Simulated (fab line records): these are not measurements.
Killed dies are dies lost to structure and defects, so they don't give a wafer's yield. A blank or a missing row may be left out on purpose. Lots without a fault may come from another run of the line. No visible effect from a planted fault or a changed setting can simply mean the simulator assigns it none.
fab line records	flow n5Finfet
record lots=9	wafers=27	lastDay=17
route steps=1938 shown MOL_CONTACT_COAG@538 BEOL_M4@1111 PASSIVATION@1936
lots untouched by any fault: they come from a run of this same line in which no faults occurred
startH: hours from the record's first day to the start of the lot's first wafer shown	waitH: hours elapsed since this lot's preceding step	" identical to the entry in the row above	L1.1+2: a single row standing in for several wafers	- either no value or no given start	* or withheld: withheld	< > ~ a bound
route shown NAME@n: names a module that has steps shown in the file, with the first one's number in the route	usual: average and standard deviation across the fault-free wafers	same: alike in all rows	chamber/n: place in a boat	sites: readings site by site	_std_site: their standard deviation	_edge_site: the outer-site mean with the inner-site mean subtracted	radiusMm: how far each site lies from the wafer's centre	mask NAME#n: copy n	behind: the last tool/chamber to shape the wafer	hold: the reason the lot was held/the length of the hold in hours/how it ended	device: transistor that didn't switch, given as n, p or np	end of line: at the end of the route, the tests of the same wafers	a step given without rows: its recipe and nothing more	killed: at the first sort, the dies lost to defects and structure; wafer yield is something else	map: a wafer's dies, marking killed ones x, the rest . and places with no die _
set.NAME: the run value of the setting; set.NAME@STEP: its run value at that earlier step	model.NAME: the simulator's own value behind a step, which no gauge read
steps of the route over a sample of lots; a table a step, a row a wafer
services: the hour from which a tool's chamber was out of use, counted from the record's first day as startH (under 0 if before that day), plus the number of hours and why
## steps
# step N5_MOL_CONTACT_COAG_ETCH_110
# recipe chemistry=CF4/O2	target=Si	targetDepthA=25	timeS=8	pressureMtorr=100	sourceW=200	biasW=12	ionEnergyEv=60	Ar_flow_sccm=100	cf4FlowSccm=100	O2_flow_sccm=10
# usual O2_flow_sccm=9.998/0.027	biasW=12.00/0.033	drypumpMotorCurrentA=5.6/0.38	oesProductAu=0.81/0.096	rfFwdPowerW=198.4/0.85	rfVppV=127.7/1.8	showerheadPlenumPTorr=2.25/0.066	throttleValvePct=10.7/0.33
lot.wafer	tool	chamber	startH	waitH	O2_flow_sccm	biasW	drypumpMotorCurrentA	oesProductAu	rfFwdPowerW	rfHoursCounterH	rfVppV	showerheadPlenumPTorr	throttleValvePct
L845.1	rieDiel-03	1	93.23	0.0	10.023	12.04	5.6	0.70	198.3	202	127.9	2.21	10.9
L845.2	"	2	"	"	10.011	12.00	5.6	0.95	196.2	4	130.4	2.37	10.2
L845.3	"	3	"	"	9.973	12.02	5.7	0.69	198.2	228	128.2	2.29	11.3
L848.4	rieDiel-06	2	112.02	0.0	9.970	12.03	5.0	0.84	196.9	68	127.5	2.18	10.8
L848.5	"	1	"	"	10.028	11.97	5.3	0.78	197.9	-	125.9	2.15	10.9
L848.6	"	0	"	"	9.991	12.06	5.5	0.74	199.1	-	126.8	2.23	10.7
L852.2	rieDiel-06	1	139.87	0.0	9.951	12.08	5.3	0.77	199.0	119	124.5	2.15	11.0
L852.4	"	2	"	"	10.014	12.00	5.0	0.82	199.3	78	127.8	2.17	10.8
L852.5	"	0	"	"	9.992	11.98	5.5	0.73	198.2	-	125.1	2.22	10.8
L854.1	rieDiel-04	1	148.20	0.0	9.974	12.01	5.8	0.67	199.2	250	128.2	2.28	11.1
L854.5	"	3	"	"	10.001	11.97	5.5	0.93	198.2	-	126.9	2.27	10.2
L854.6	"	2	"	"	9.996	11.96	5.6	0.88	198.4	-	128.1	2.26	10.2
L855.2	rieDiel-03	2	156.06	0.0	10.007	11.94	5.6	0.91	196.4	18	131.2	2.37	10.3
L855.4	"	0	"	"	10.024	12.03	5.0	0.89	197.9	-	124.9	2.18	10.6
L855.5	"	1	"	"	10.015	12.03	5.6	0.69	197.5	-	130.0	2.20	10.9
L856.2	rieDiel-06	0	160.65	0.0	10.013	12.04	5.5	0.72	198.4	187	125.3	2.22	10.8
L856.3	"	3	"	"	10.043	12.00	6.5	0.71	198.4	201	129.0	2.29	11.0
L856.6	"	2	"	"	9.951	12.03	5.0	0.82	197.8	-	127.9	2.17	10.8
L860.2	rieDiel-04	1	183.47	0.0	9.987	11.97	5.8	0.96	198.4	5	126.8	2.28	10.4
L860.3	"	0	"	"	9.984	11.92	5.4	0.82	199.0	63	125.7	2.33	10.8
L860.5	"	1	"	"	9.946	12.02	5.8	0.95	199.0	-	126.7	2.28	10.4
L863.3	rieDiel-03	2	202.63	0.0	10.004	12.03	5.7	0.86	198.2	36	130.1	2.36	10.3
L863.5	"	1	"	"	10.005	12.03	5.6	0.67	197.9	-	129.7	2.19	11.0
L863.6	"	2	"	"	10.014	12.02	5.7	0.86	197.2	-	130.7	2.36	10.3
L864.1	rieDiel-03	2	207.17	0.0	9.970	12.02	5.6	0.86	196.9	38	132.1	2.36	10.3
L864.4	"	1	"	"	9.978	11.95	5.5	0.68	197.4	249	130.1	2.19	11.0
L864.5	"	2	"	"	9.990	12.03	5.7	0.86	197.1	-	131.0	2.36	10.3
# step N5_MOL_CONTACT_COAG_SIL_ANNEAL_21
# recipe tempC=550	timeS=60	ambient=N2
# usual lampPowerPct=6.5/0.6	lamp_zone_5_pct=6.5/0.61	wafer_temp_C_max=552.2/0.46
lot.wafer	tool	chamber	startH	waitH	lampPowerPct	lamp_zone_5_pct	wafer_temp_C_max
L845.1	rtpAnneal-01	0	94.55	0.3	7.1	7.1	552.1
L845.2	"	0	"	"	7.1	7.1	553.0
L845.3	"	0	"	"	7.1	7.1	551.0
L848.4	rtpAnneal-01	0	113.32	0.3	7.1	7.1	552.8
L848.5	"	0	"	"	7.1	7.1	552.5
L848.6	"	0	"	"	7.1	7.1	552.8
L852.2	rtpAnneal-01	0	141.87	0.2	7.1	7.1	552.0
L852.4	"	0	"	"	7.1	7.1	552.4
L852.5	"	0	"	"	7.1	7.1	552.5
L854.1	rtpAnneal-02	0	149.31	0.2	5.9	5.9	551.4
L854.5	"	0	"	"	5.9	5.9	551.3
L854.6	"	0	"	"	5.9	5.9	551.9
L855.2	rtpAnneal-01	0	157.29	0.3	7.1	7.1	552.3
L855.4	"	0	"	"	7.1	7.1	552.7
L855.5	"	0	"	"	7.1	7.1	552.5
L856.2	rtpAnneal-01	0	162.78	0.2	7.1	7.1	552.3
L856.3	"	0	"	"	7.1	7.1	552.2
L856.6	"	0	"	"	7.1	7.1	552.1
L860.2	rtpAnneal-01	0	185.81	0.2	7.1	7.1	553.1
L860.3	"	0	"	"	7.1	7.1	551.3
L860.5	"	0	"	"	7.1	7.1	551.4
L863.3	rtpAnneal-02	0	204.33	0.3	5.9	5.9	552.3
L863.5	"	0	"	"	5.9	5.9	552.2
L863.6	"	0	"	"	5.9	5.9	552.0
L864.1	rtpAnneal-01	0	208.64	0.2	7.1	7.1	552.4
L864.4	"	0	"	"	7.1	7.1	551.7
L864.5	"	0	"	"	7.1	7.1	552.9
# step N5_MOL_CONTACT_COAG_WET_ETCH_116
# recipe chemistry=SC1-inhibited	targetDepthNm=4.6	dry=ipaMarangoni	rinseTimeS=30	rinseTempC=23
# usual rinseTempC=22.99/0.1	rinseTimeS=30/0
lot.wafer	tool	chamber	startH	waitH	rinseTempC	rinseTimeS
L845.1	wetBench-03	3	97.92	0.0	22.97	30
L845.2	"	6	"	"	23.05	30
L845.3	"	5	"	"	23.01	30
L848.4	wetBench-05	2	117.28	0.0	22.93	30
L848.5	"	3	"	"	23.02	30
L848.6	"	4	"	"	22.92	30
L852.2	wetBench-03	5	147.78	0.0	23.04	30
L852.4	"	7	"	"	23.21	30
L852.5	"	6	"	"	22.93	30
L854.1	wetBench-05	2	153.60	0.0	-	-
L854.5	"	7	"	"	-	-
L854.6	"	0	"	"	-	-
L855.2	wetBench-03	2	163.59	0.0	-	-
L855.4	"	1	"	"	-	-
L855.5	"	6	"	"	-	-
L856.2	wetBench-03	5	166.67	0.0	-	-
L856.3	"	1	"	"	-	-
L856.6	"	7	"	"	-	-
L860.2	wetBench-05	6	191.58	0.0	23.00	30
L860.3	"	2	"	"	22.94	30
L860.5	"	7	"	"	22.81	30
L863.3	wetBench-05	1	208.67	0.0	23.06	30
L863.5	"	7	"	"	23.13	30
L863.6	"	6	"	"	23.08	30
L864.1	wetBench-03	3	213.86	0.0	22.89	30
L864.4	"	5	"	"	23.09	30
L864.5	"	2	"	"	23.22	30
# step N5_MOL_CONTACT_COAG_ALD_27
# recipe material=SiOC	targetThkA=170	tempC=400	aldPrecursorFamily=carbosiloxane	aldCoReactant=H2-plasma	pulseTimeS=1.5	timeS=2720	purgeTimeS=2	coReactantPurgeTimeS=2	aldCycles=340	pressureTorr=2
# usual heaterPowerW=850/82	precursorPulseHeightRel=1.001/0.022
# same purgeTimeS=2
lot.wafer	tool	chamber	startH	waitH	heaterPowerW	precursorPulseHeightRel
L845.1	aldSin-02	3	98.96	0.7	849	1.018
L845.2	"	1	"	"	842	1.024
L845.3	"	2	"	"	914	1.020
L848.4	aldSin-01	0	117.60	0.0	918	0.961
L848.5	"	3	"	"	692	0.965
L848.6	"	0	"	"	913	0.994
L852.2	aldSin-01	1	148.10	0.0	729	0.987
L852.4	"	0	"	"	927	1.040
L852.5	"	1	"	"	727	0.992
L854.1	aldSin-01	1	153.97	0.1	736	1.003
L854.5	"	1	"	"	715	0.986
L854.6	"	2	"	"	816	0.992
L855.2	aldSin-02	1	163.92	0.0	855	0.961
L855.4	"	0	"	"	846	0.978
L855.5	"	2	"	"	933	0.995
L856.2	aldSin-02	1	166.99	0.0	835	0.964
L856.3	"	2	"	"	935	0.950
L856.6	"	1	"	"	871	1.036
L860.2	aldSin-02	3	191.90	0.0	855	1.008
L860.3	"	2	"	"	918	1.018
L860.5	"	3	"	"	856	1.007
L863.3	aldSin-03	3	208.99	0.0	809	0.994
L863.5	"	2	"	"	1013	1.006
L863.6	"	3	"	"	773	0.980
L864.1	aldSin-01	0	214.19	0.0	909	1.004
L864.4	"	3	"	"	711	1.020
L864.5	"	0	"	"	882	1.048
# step N5_BEOL_M4_RC_MEAS_101
# usual DIBL_N=36.4/1.4	DIBL_P=36.3/1.8	IOFF_N=0.163/0.024	IOFF_P=0.21/0.034	ION_N=673/11	ION_P=461/7.4	SS_N=71.6/0.52	SS_P=73.3/0.58	VT_N=249.4/2.5	VT_P=-250/3.5
lot.wafer	tool	chamber	startH	waitH	DIBL_N[mV/V]	DIBL_P[mV/V]	IOFF_N[nA/um]	IOFF_P[nA/um]	ION_N[uA/um]	ION_P[uA/um]	SS_N[mV/dec]	SS_P[mV/dec]	VT_N[mV]	VT_P[mV]
L845.1	prober-02	0	170.66	0.0	37.2	37.1	0.176	0.21	668	451	71.9	73.0	248.3	-249
L845.2	"	0	"	"	36.7	37.9	0.180	0.23	684	467	71.8	73.3	248.2	-249
L845.3	"	0	"	"	37.6	37.5	0.190	0.22	673	456	71.6	72.7	248.1	-249
L848.4	prober-02	0	192.36	0.5	34.6	33.8	0.118	0.20	651	458	70.6	72.5	254.1	-248
L848.5	"	0	"	"	36.9	36.4	0.154	0.25	661	462	72.2	72.9	247.8	-247
L848.6	"	0	"	"	37.7	38.1	0.176	0.27	682	477	72.1	74.1	249.6	-243
L852.2	prober-02	0	212.44	0.2	36.0	36.8	0.169	0.23	665	461	72.1	73.5	248.2	-247
L852.4	"	0	"	"	35.0	35.7	0.145	0.21	666	457	71.0	73.2	248.0	-249
L852.5	"	0	"	"	36.5	37.7	0.174	0.26	680	475	71.9	73.9	247.9	-244
L860.2	prober-02	0	261.20	0.2	37.7	35.9	0.174	0.21	663	451	72.5	73.4	252.2	-249
L860.3	"	0	"	"	35.0	33.7	0.124	0.17	661	455	71.4	73.3	254.1	-250
L860.5	"	0	"	"	35.7	33.7	0.138	0.17	653	448	71.8	72.7	252.6	-256
L863.3	prober-02	0	283.50	0.3	37.2	37.3	0.153	0.21	674	457	72.6	73.9	250.4	-250
L863.5	"	0	"	"	36.8	36.7	0.150	0.20	665	459	71.8	73.5	252.3	-251
L863.6	"	0	"	"	36.7	37.1	0.156	0.21	679	463	71.8	73.9	251.0	-253
L864.1	prober-01	0	286.41	0.0	39.8	39.1	0.201	0.26	667	458	71.8	74.0	250.8	-245
L864.4	"	0	"	"	38.6	37.8	0.186	0.25	684	467	71.5	73.6	249.1	-245
L864.5	"	0	"	"	38.2	37.4	0.171	0.23	666	463	71.7	73.3	248.9	-247
# step N5_PASSIVATION_PROBE_49
# usual defectLimitedYield=91.4/1.6	killed_at_M0_to_M3=34/12	killed_at_M4_up=13/5.2	killedAtContacts=11/5.5	killedAtFrontEnd=40/13	killedAtOther=3.4/2.7	killedDies=102/19	killedOnRim=13/4.3	killedOpen=66/15	killedShort=33/7.9	sort_bin_5_function=5.1/1.1	sort_bin_6_memory=3.2/0.7	sortNPass=1078/19	sortYieldPct=91.4/1.6
# same grossDies=1180	killedAtBackSide=0	sort_bin_4_leakage[%]=0	sort_bin_8_speed[%]=0
lot.wafer	tool	chamber	startH	waitH	defectLimitedYield[%]	killed_at_M0_to_M3	killed_at_M4_up	killedAtContacts	killedAtFrontEnd	killedAtOther	killedDies	killedOnRim	killedOpen	killedShort	sort_bin_5_function[%]	sort_bin_6_memory[%]	sortNPass	sortYieldPct[%]
L854.1	prober-02	-	321.67	0.0	0	35	13	1089	36	7	1180	152	60	32	97.1	2.6	0	0
L854.5	prober-02	-	321.87	0.2	0	40	6	1111	19	4	1180	152	57	19	96.9	2.8	0	0
L854.6	prober-02	-	321.92	0.3	0	44	10	1073	47	6	1180	152	76	44	96.3	3.6	0	0
L855.2	prober-02	-	341.65	0.1	0	60	13	1065	36	6	1180	152	85	49	95.0	4.5	0	0
L855.4	prober-02	-	341.75	0.2	0	63	22	1052	40	3	1180	152	92	58	94.9	4.5	0	0
L855.5	prober-02	-	341.80	0.2	0	47	3	1095	34	1	1180	152	71	33	96.4	3.4	0	0
L856.2	prober-01	-	357.12	0.1	0	16	16	1076	63	9	1180	152	78	32	95.9	3.8	0	0
L856.3	prober-01	-	357.17	0.1	0	33	15	1063	66	3	1180	152	84	37	95.3	4.5	0	0
L856.6	prober-01	-	357.32	0.3	0	14	16	1077	69	4	1180	152	71	32	96.5	3.2	0	0
# killed by level:class
L854.1 MOL_CONTACT_COAG:areaEtch=1084 BEOL_M2:geometricParticle:open=12 FIN_SAQP:geometricParticle:short=6 BEOL_M1:geometricParticle:open=6 STARTING-WAFER:geometricParticle:short=6 FIN_SAQP:geometricParticle:open=5 STI_FIN_REVEAL:geometricParticle:open=5 BEOL_M3:geometricParticle:open=5
L854.5 MOL_CONTACT_COAG:areaEtch=1102 BEOL_M0_SAQP:geometricParticle:open=11 BEOL_M0_SAQP:geometricParticle:short=10 BEOL_M1:geometricParticle:open=10 STI_FIN_REVEAL:geometricParticle:open=7 MOL_CONTACT_COAG:geometricParticle:open=7 DUMMY_GATE:geometricParticle:open=4 BEOL_M2:geometricParticle:open=3
L854.6 MOL_CONTACT_COAG:areaEtch=1060 BEOL_M0_SAQP:geometricParticle:open=15 BEOL_M0_SAQP:geometricParticle:short=12 FIN_SAQP:geometricParticle:open=11 MOL_CONTACT_COAG:geometricParticle:open=11 FIN_SAQP:geometricParticle:short=7 STI_FIN_REVEAL:geometricParticle:open=7 ILD0:geometricParticle:short=7
L855.2 MOL_CONTACT_COAG:areaEtch=1044 BEOL_M0_SAQP:geometricParticle:open=19 MOL_CONTACT_COAG:geometricParticle:open=16 BEOL_M0_SAQP:geometricParticle:short=16 BEOL_M2:geometricParticle:open=8 BEOL_M3:geometricParticle:open=7 FIN_SAQP:geometricParticle:short=6 FIN_SAQP:geometricParticle:open=5
L855.4 MOL_CONTACT_COAG:areaEtch=1027 BEOL_M0_SAQP:geometricParticle:short=22 MOL_CONTACT_COAG:geometricParticle:open=18 BEOL_M4:geometricParticle:open=13 BEOL_M0_SAQP:geometricParticle:open=12 BEOL_M2:geometricParticle:open=12 FIN_SAQP:geometricParticle:short=10 FIN_SAQP:geometricParticle:open=8
L855.5 MOL_CONTACT_COAG:areaEtch=1075 MOL_CONTACT_COAG:geometricParticle:open=18 BEOL_M2:geometricParticle:open=17 BEOL_M0_SAQP:geometricParticle:open=10 BEOL_M0_SAQP:geometricParticle:short=10 STI_FIN_REVEAL:geometricParticle:open=6 GATE_CUT:geometricParticle:open=5 FIN_SAQP:geometricParticle:short=4
L856.2 MOL_CONTACT_COAG:areaEtch=1069 STI_FIN_REVEAL:geometricParticle:open=13 FIN_SAQP:geometricParticle:open=8 FIN_SAQP:geometricParticle:short=7 BEOL_M1:geometricParticle:open=7 STI_FIN_REVEAL:geometricParticle:short=6 DUMMY_GATE:geometricParticle:open=6 MOL_CONTACT_COAG:geometricParticle:open=6
L856.3 MOL_CONTACT_COAG:areaEtch=1058 FIN_SAQP:geometricParticle:open=19 FIN_SAQP:geometricParticle:short=13 STI_FIN_REVEAL:geometricParticle:open=13 BEOL_M0_SAQP:geometricParticle:short=7 BEOL_M0_SAQP:geometricParticle:open=6 BEOL_M0:geometricParticle:open=6 BEOL_M4:geometricParticle:open=5
L856.6 MOL_CONTACT_COAG:areaEtch=1075 STI_FIN_REVEAL:geometricParticle:open=26 FIN_SAQP:geometricParticle:open=12 FIN_SAQP:geometricParticle:short=6 STI_FIN_REVEAL:geometricParticle:short=4 SPACER0:geometricParticle:short=4 BEOL_M4:geometricParticle:open=4 STARTING-WAFER:geometricParticle:open=4
## services
tool	chamber	startH	hours	kind
rieDiel-03	2	69.94	-	clean
rieDiel-03	2	69.94	-	consumableReplace:focusRing
rieDiel-03	2	69.94	-	consumableReplace:showerhead
rieDiel-03	2	69.94	13.2	scheduledDown
rieDiel-03	2	69.94	13.2	ventCycle
aldSin-01	-	86.18	14.0	pm
aldSin-01	0	86.18	14.0	ventCycle
aldSin-01	1	86.18	14.0	ventCycle
aldSin-01	2	86.18	14.0	ventCycle
aldSin-01	3	86.18	14.0	ventCycle
aldSin-01	0	100.18	-	clean
aldSin-01	1	100.18	-	clean
aldSin-01	2	100.18	-	clean
aldSin-01	3	100.18	-	clean
rieDiel-03	0	111.09	14.0	repair
rtpAnneal-02	-	111.10	4.5	pm
aldSin-02	0	120.69	7.7	repair
wetBench-05	-	126.76	1.9	pm
rieDiel-03	3	148.21	-	clean
rieDiel-03	3	148.21	-	consumableReplace:focusRing
rieDiel-03	3	148.21	29.4	scheduledDown
rieDiel-03	3	148.21	29.4	ventCycle
aldSin-01	0	159.33	3.7	repair
rieDiel-03	1	211.40	-	clean
## key
firstSign step=N5_MOL_CONTACT_COAG_WET_ETCH_116	reading=toolRecord	direction=missing
effect step=N5_PASSIVATION_PROBE_49	reading=killedAtContacts	direction=up	sigmas=99+	usual=11	struck=1078
moreKillsBornAt N5_MOL_CONTACT_COAG_WET_ETCH_116@wetBench-03=6348	N5_MOL_CONTACT_COAG_WET_ETCH_116@wetBench-05=3246
metAt N5_MOL_CONTACT_COAG_WET_ETCH_116
struckLots L854,L855,L856
laterRowsLeftOut L854.1,L854.5,L854.6,L855.2,L855.4,L855.5,L856.2,L856.3,L856.6
notActingAt N5_MOL_CONTACT_COAG_ETCH_110,N5_MOL_CONTACT_COAG_SIL_ANNEAL_21,N5_MOL_CONTACT_COAG_ALD_27
onsetBetween 147.78 153.60
fault kind=skippedStepWhole	tool=wetBench-03,wetBench-05	chamber=-	onsetH=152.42	steps=N5_MOL_CONTACT_COAG_WET_ETCH_116	scope=struckLotsOnly
# laterRowsLeftOut: the simulator's readings of these wafers behind a module that went badly wrong aren't trusted and aren't shown, but for the sort
